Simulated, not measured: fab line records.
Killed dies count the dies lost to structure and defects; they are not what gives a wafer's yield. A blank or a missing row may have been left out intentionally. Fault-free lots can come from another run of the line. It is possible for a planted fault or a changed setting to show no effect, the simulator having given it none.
A lot that was struck, set against a sound lot	flow nand-harc	14 steps out of a route of 1302
Sound: wafers L420.1, L420.4, L420.5. Struck: wafer L436.3 (left out: L436.1, L436.2 of the same lot, which were not struck); the cause appears at the end.
Order at every step that has rows: each side's tool, ch and its chambers, its first start. Under that, the readings that differ: sound wafers	struck wafers	difference of the means	sigmas: that difference in standard deviations of wafers without a fault.
alike: words and numbers the same on both sides, and readings whose means are apart by under 2 such deviations; not compared: readings that were withheld, readings missing a value for some wafer, numbers with overlapping values and no deviation given by the record, and bounds like >300 which may hide the same value.
Wherever a step has rows on one side only, a row that says differs or no value, or a row with sigmas, the two part there. Numbers that don't overlap but have no deviation are shown without sigmas and don't part them. A reading missing from all wafers of one side parts the sides only when that side holds two or more wafers.

NHARC_A_CONTACT_INSPECT_10:
  sound: defect-inspect-02 at day 23 15:51; struck: defect-inspect-01 at day 31 18:02
  alike: raw-defect-count
then, 4 steps without rows for these wafers: NHARC_A_CONTACT_DESCUM_13 (chemistry O2, time 3 s); NHARC_A_CONTACT_ETCH_88 (etches the open film in CF4, target depth 39 nm, time 65 s); NHARC_A_CONTACT_ETCH_89 (etches the open film in N2/H2, target depth 260 nm, time 475.3 s); NHARC_A_CONTACT_ETCH_30 (etches the open film in CF4/CHF3, target depth 72.6 nm, time 36.3 s).
NHARC_A_CONTACT_ETCH_31: etches the open film in O2/COS, target depth 2800 nm, time 728 s.
  sound on rie-diel-10 ch 0,3; struck on rie-diel-13 ch 0
  alike: drypump-motor-current-A, oes-product-au, rf-vpp-V, run-length-s, showerhead-plenum-p-Torr, throttle-valve-pct
  not compared: rf-hours-counter-h
NHARC_A_CONTACT_ETCH_134: etches the open film in C4F8/O2/Ar, time 140 s, target depth 700 nm.
  sound on har-cap-etch-01 ch 0,1, day 23 17:02; struck on har-cap-etch-03 ch 1, day 31 19:13
  alike: run-length-s
  not compared: rf-hours-counter-h
then, 1 step without rows for these wafers: NHARC_A_CONTACT_ETCH_135 (etches the open film in C4F8/O2/Ar, time 311 s, target depth 1912 nm).
NHARC_A_CONTACT_ETCH_136: etches the open film in C4F8/O2/Ar, time 311 s, target depth 1912 nm.
  sound on har-cap-etch-01 ch 0,1, day 23 17:31; struck on har-cap-etch-03 ch 1, day 31 19:41
  not compared: rf-hours-counter-h, run-length-s
then, 1 step without rows for these wafers: NHARC_A_CONTACT_ETCH_137 (etches the open film in C4F8/O2/Ar, time 311 s, target depth 1912 nm).
NHARC_A_CONTACT_ETCH_138: etches the open film in C4F8/O2/Ar, time 311 s, target depth 1914 nm.
  sound on har-cap-etch-01 ch 0,1, day 23 18:03; struck on har-cap-etch-03 ch 1, day 31 20:14
  not compared: rf-hours-counter-h, run-length-s
NHARC_A_CONTACT_ETCH_139: etches the open film in C4F8/O2/Ar, time 195 s, target depth 840 nm.
  sound on har-cap-etch-01 ch 0,1, day 23 18:20; struck on har-cap-etch-03 ch 1, day 31 20:30
  alike: run-length-s
  not compared: rf-hours-counter-h
NHARC_A_CONTACT_ETCH_92: etches the open film in CH3F/O2, target depth 40 nm, time 85.7 s.
  sound on rie-diel-10 ch 0,1,2, day 23 18:53; struck on rie-diel-10 ch 0, day 31 21:04
reading	sound	struck	difference	sigmas
run-length-s (s)	106.8 107.4 107.1	74.7	-32.4	-77
  alike: drypump-motor-current-A, oes-product-au, rf-vpp-V, showerhead-plenum-p-Torr, throttle-valve-pct
  not compared: rf-hours-counter-h
then, 1 step without rows for these wafers: NHARC_A_CONTACT_ETCH_98 (etches the open film in C4F6/O2, target depth 20 nm, time 10 s).

## WHERE THEY PART
At NHARC_A_CONTACT_ETCH_92 and nowhere else, as far as this record goes.

WHY: whatever the simulator had introduced
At NHARC_A_CONTACT_ETCH_92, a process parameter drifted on rie-diel-10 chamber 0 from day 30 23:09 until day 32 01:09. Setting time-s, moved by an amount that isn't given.
